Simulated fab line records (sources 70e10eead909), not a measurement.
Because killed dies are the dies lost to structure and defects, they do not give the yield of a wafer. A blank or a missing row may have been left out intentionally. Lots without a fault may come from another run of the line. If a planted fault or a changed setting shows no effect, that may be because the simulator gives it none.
Chamber matching :: flow nand harc :: rie diel-08 running NHARC_A_CHANNEL_FILL_D1_STRIP_28: 3 sister chambers
The step strips in O2, time 20 s. 6 wafers are shown with their chamber, then 6 later ones without.

WAFERS, EACH WITH ITS CHAMBER
wafer: L081.5
chamber: 3
drypump motor current A (A): 5.9
throttle valve pct (%): 17.057

wafer: L084.1
chamber: 3
drypump motor current A (A): 5.9
throttle valve pct (%): 17.038

wafer: L084.2
chamber: 0
drypump motor current A (A): 6.4
throttle valve pct (%): 17.031

wafer: L084.4
chamber: 2
drypump motor current A (A): 4.9
throttle valve pct (%): 17.041

wafer: L091.1
chamber: 2
drypump motor current A (A): 4.9
throttle valve pct (%): 17.053

wafer: L091.2
chamber: 0
drypump motor current A (A): 6.3
throttle valve pct (%): 17.033

WAFERS WITH NO CHAMBER GIVEN
wafer: L091.3
drypump motor current A (A): 5.9
throttle valve pct (%): 17.027

wafer: L094.1
drypump motor current A (A): 5.9
throttle valve pct (%): 17.048

wafer: L094.2
drypump motor current A (A): 6.3
throttle valve pct (%): 17.034

wafer: L094.3
drypump motor current A (A): 4.9
throttle valve pct (%): 17.045

wafer: L097.2
drypump motor current A (A): 5.9
throttle valve pct (%): 17.036

wafer: L097.3
drypump motor current A (A): 4.9
throttle valve pct (%): 17.030

EACH ONE'S CHAMBER
wafer: L091.3
from the rows above: 3
in truth: 3

wafer: L094.1
from the rows above: 3
in truth: 3

wafer: L094.2
from the rows above: 0
in truth: 0

wafer: L094.3
from the rows above: 2
in truth: 2

wafer: L097.2
from the rows above: 3
in truth: 3

wafer: L097.3
from the rows above: 2
in truth: 2
6 of 6 placed correctly. Can't be placed from these rows: 0. Wrongly placed: 0.
How it was worked out, from the rows above alone: a wafer's distance from a chamber is the root of the sum, over the readings, of the square of ((its reading less the chamber's mean) divided by the reading's scatter). The wafer belongs to the nearest chamber; if the next one is less than 2 further off, it can't be placed. The mean given for a chamber averages the wafers shown for that chamber. The scatter: take each reading less its chamber's mean, square it, sum over the shown wafers, divide by the number of wafers less the number of chambers, and take the root.
